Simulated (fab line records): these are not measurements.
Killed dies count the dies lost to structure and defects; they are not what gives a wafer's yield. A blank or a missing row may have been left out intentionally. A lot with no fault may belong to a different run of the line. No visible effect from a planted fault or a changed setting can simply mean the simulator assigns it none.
Chamber matching :: flow n5_finfet :: N5_BEOL_M0_SAQP_MANDREL_ETCH_20 on rie_si-06 has 4 sister chambers
The step etches a-Si in HBr/Cl2, stops on SiNx, target depth 60 nm, bt time 10 s, time 30 s. 8 wafers are shown with their chamber, then 7 later ones without.

WAFERS PAIRED WITH THEIR CHAMBERS
wafer: L087.2
chamber: 0
throttle_valve_pct (%): 36.09
rf_fwd_power_W (W): 800

wafer: L087.5
chamber: 1
throttle_valve_pct (%): 35.54
rf_fwd_power_W (W): 800

wafer: L087.6
chamber: 2
throttle_valve_pct (%): 35.31
rf_fwd_power_W (W): 796

wafer: L088.3
chamber: 0
throttle_valve_pct (%): 36.08
rf_fwd_power_W (W): 796

wafer: L088.4
chamber: 1
throttle_valve_pct (%): 35.52
rf_fwd_power_W (W): 802

wafer: L088.6
chamber: 3
throttle_valve_pct (%): 35.06
rf_fwd_power_W (W): 791

wafer: L095.1
chamber: 3
throttle_valve_pct (%): 35.10
rf_fwd_power_W (W): 791

wafer: L095.3
chamber: 2
throttle_valve_pct (%): 35.32
rf_fwd_power_W (W): 795

WAFERS MISSING THEIR CHAMBER
wafer: L095.5
throttle_valve_pct (%): 35.30
rf_fwd_power_W (W): 794

wafer: L096.1
throttle_valve_pct (%): 35.11
rf_fwd_power_W (W): 794

wafer: L096.2
throttle_valve_pct (%): 35.58
rf_fwd_power_W (W): 791

wafer: L096.3
throttle_valve_pct (%): 35.33
rf_fwd_power_W (W): 794

wafer: L097.2
throttle_valve_pct (%): 36.10
rf_fwd_power_W (W): 794

wafer: L097.4
throttle_valve_pct (%): 35.10
rf_fwd_power_W (W): 797

wafer: L097.6
throttle_valve_pct (%): 35.09
rf_fwd_power_W (W): 795

WHICH CHAMBER EACH WENT THROUGH
wafer: L095.5
from the rows above: 2
in truth: 2

wafer: L096.1
from the rows above: 3
in truth: 3

wafer: L096.2
from the rows above: 1
in truth: 1

wafer: L096.3
from the rows above: 2
in truth: 2

wafer: L097.2
from the rows above: 0
in truth: 0

wafer: L097.4
from the rows above: 3
in truth: 3

wafer: L097.6
from the rows above: 3
in truth: 3
Correctly placed: 7 of 7. Number that these rows cannot place: 0. Placed wrongly: 0.
How it was worked out, from the rows above alone: a wafer's distance from a chamber is the root of the sum, over the readings, of the square of ((its reading less the chamber's mean) divided by the reading's scatter). If the next closest chamber is less than 2 further off than the closest, the wafer can't be placed; otherwise it belongs to the closest. A chamber's mean is the mean of its shown wafers. The scatter: the root of (the sum of the squares of (reading less its chamber's mean) over the shown wafers, divided by (wafers less chambers)).
